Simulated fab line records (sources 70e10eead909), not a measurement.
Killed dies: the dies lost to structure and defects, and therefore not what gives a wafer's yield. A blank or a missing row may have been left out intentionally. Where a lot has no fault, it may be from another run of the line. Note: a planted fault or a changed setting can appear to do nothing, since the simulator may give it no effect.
Chamber matching + flow nand harc + NHARC_A_STAIRCASE_TRIM_229 on rie diel-07: 4 sister chambers
The step chemistry O2, time 211.2 s. 7 wafers are shown with their chamber, then 7 later ones without.

== WAFERS WITH THEIR CHAMBER ==
| wafer  | chamber | showerhead plenum p Torr (Torr) | drypump motor current A (A) |
|--------|---------|---------------------------------|-----------------------------|
| L080.4 | 1       | 3.30                            | 5.4                         |
| L080.5 | 3       | 3.72                            | 5.8                         |
| L081.6 | 0       | 3.75                            | 6.0                         |
| L089.4 | 3       | 3.70                            | 5.8                         |
| L089.6 | 2       | 3.62                            | 5.9                         |
| L092.1 | 2       | 3.61                            | 5.9                         |
| L092.3 | 0       | 3.73                            | 5.9                         |

== WAFERS WHOSE CHAMBER IS MISSING ==
| wafer  | showerhead plenum p Torr (Torr) | drypump motor current A (A) |
|--------|---------------------------------|-----------------------------|
| L092.6 | 3.61                            | 5.9                         |
| L094.1 | 3.61                            | 5.9                         |
| L094.4 | 3.73                            | 5.9                         |
| L094.5 | 3.28                            | 5.4                         |
| L095.1 | 3.61                            | 5.9                         |
| L095.3 | 3.28                            | 5.5                         |
| L095.6 | 3.72                            | 5.9                         |

== CHAMBER TAKEN BY EACH ==
| wafer  | from the rows above     | in truth |
|--------|-------------------------|----------|
| L092.6 | 2                       | 2        |
| L094.1 | 2                       | 2        |
| L094.4 | can't be placed: 0 or 3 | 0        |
| L094.5 | 1                       | 1        |
| L095.1 | 2                       | 2        |
| L095.3 | 1                       | 1        |
| L095.6 | can't be placed: 0 or 3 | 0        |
Correct placement for 5 of the 7. These rows do not allow placing 2 (true chamber among the candidates in 2). Number placed wrongly: 0.
How it was worked out, from the rows above alone: a wafer's distance from a chamber is the root of the sum, over the readings, of the square of ((its reading less the chamber's mean) divided by the reading's scatter). If the next closest chamber is less than 2 further off than the closest, the wafer can't be placed; otherwise it belongs to the closest. Each chamber's mean is taken over the wafers shown for it. The scatter: take each reading less its chamber's mean, square it, sum over the shown wafers, divide by the number of wafers less the number of chambers, and take the root.
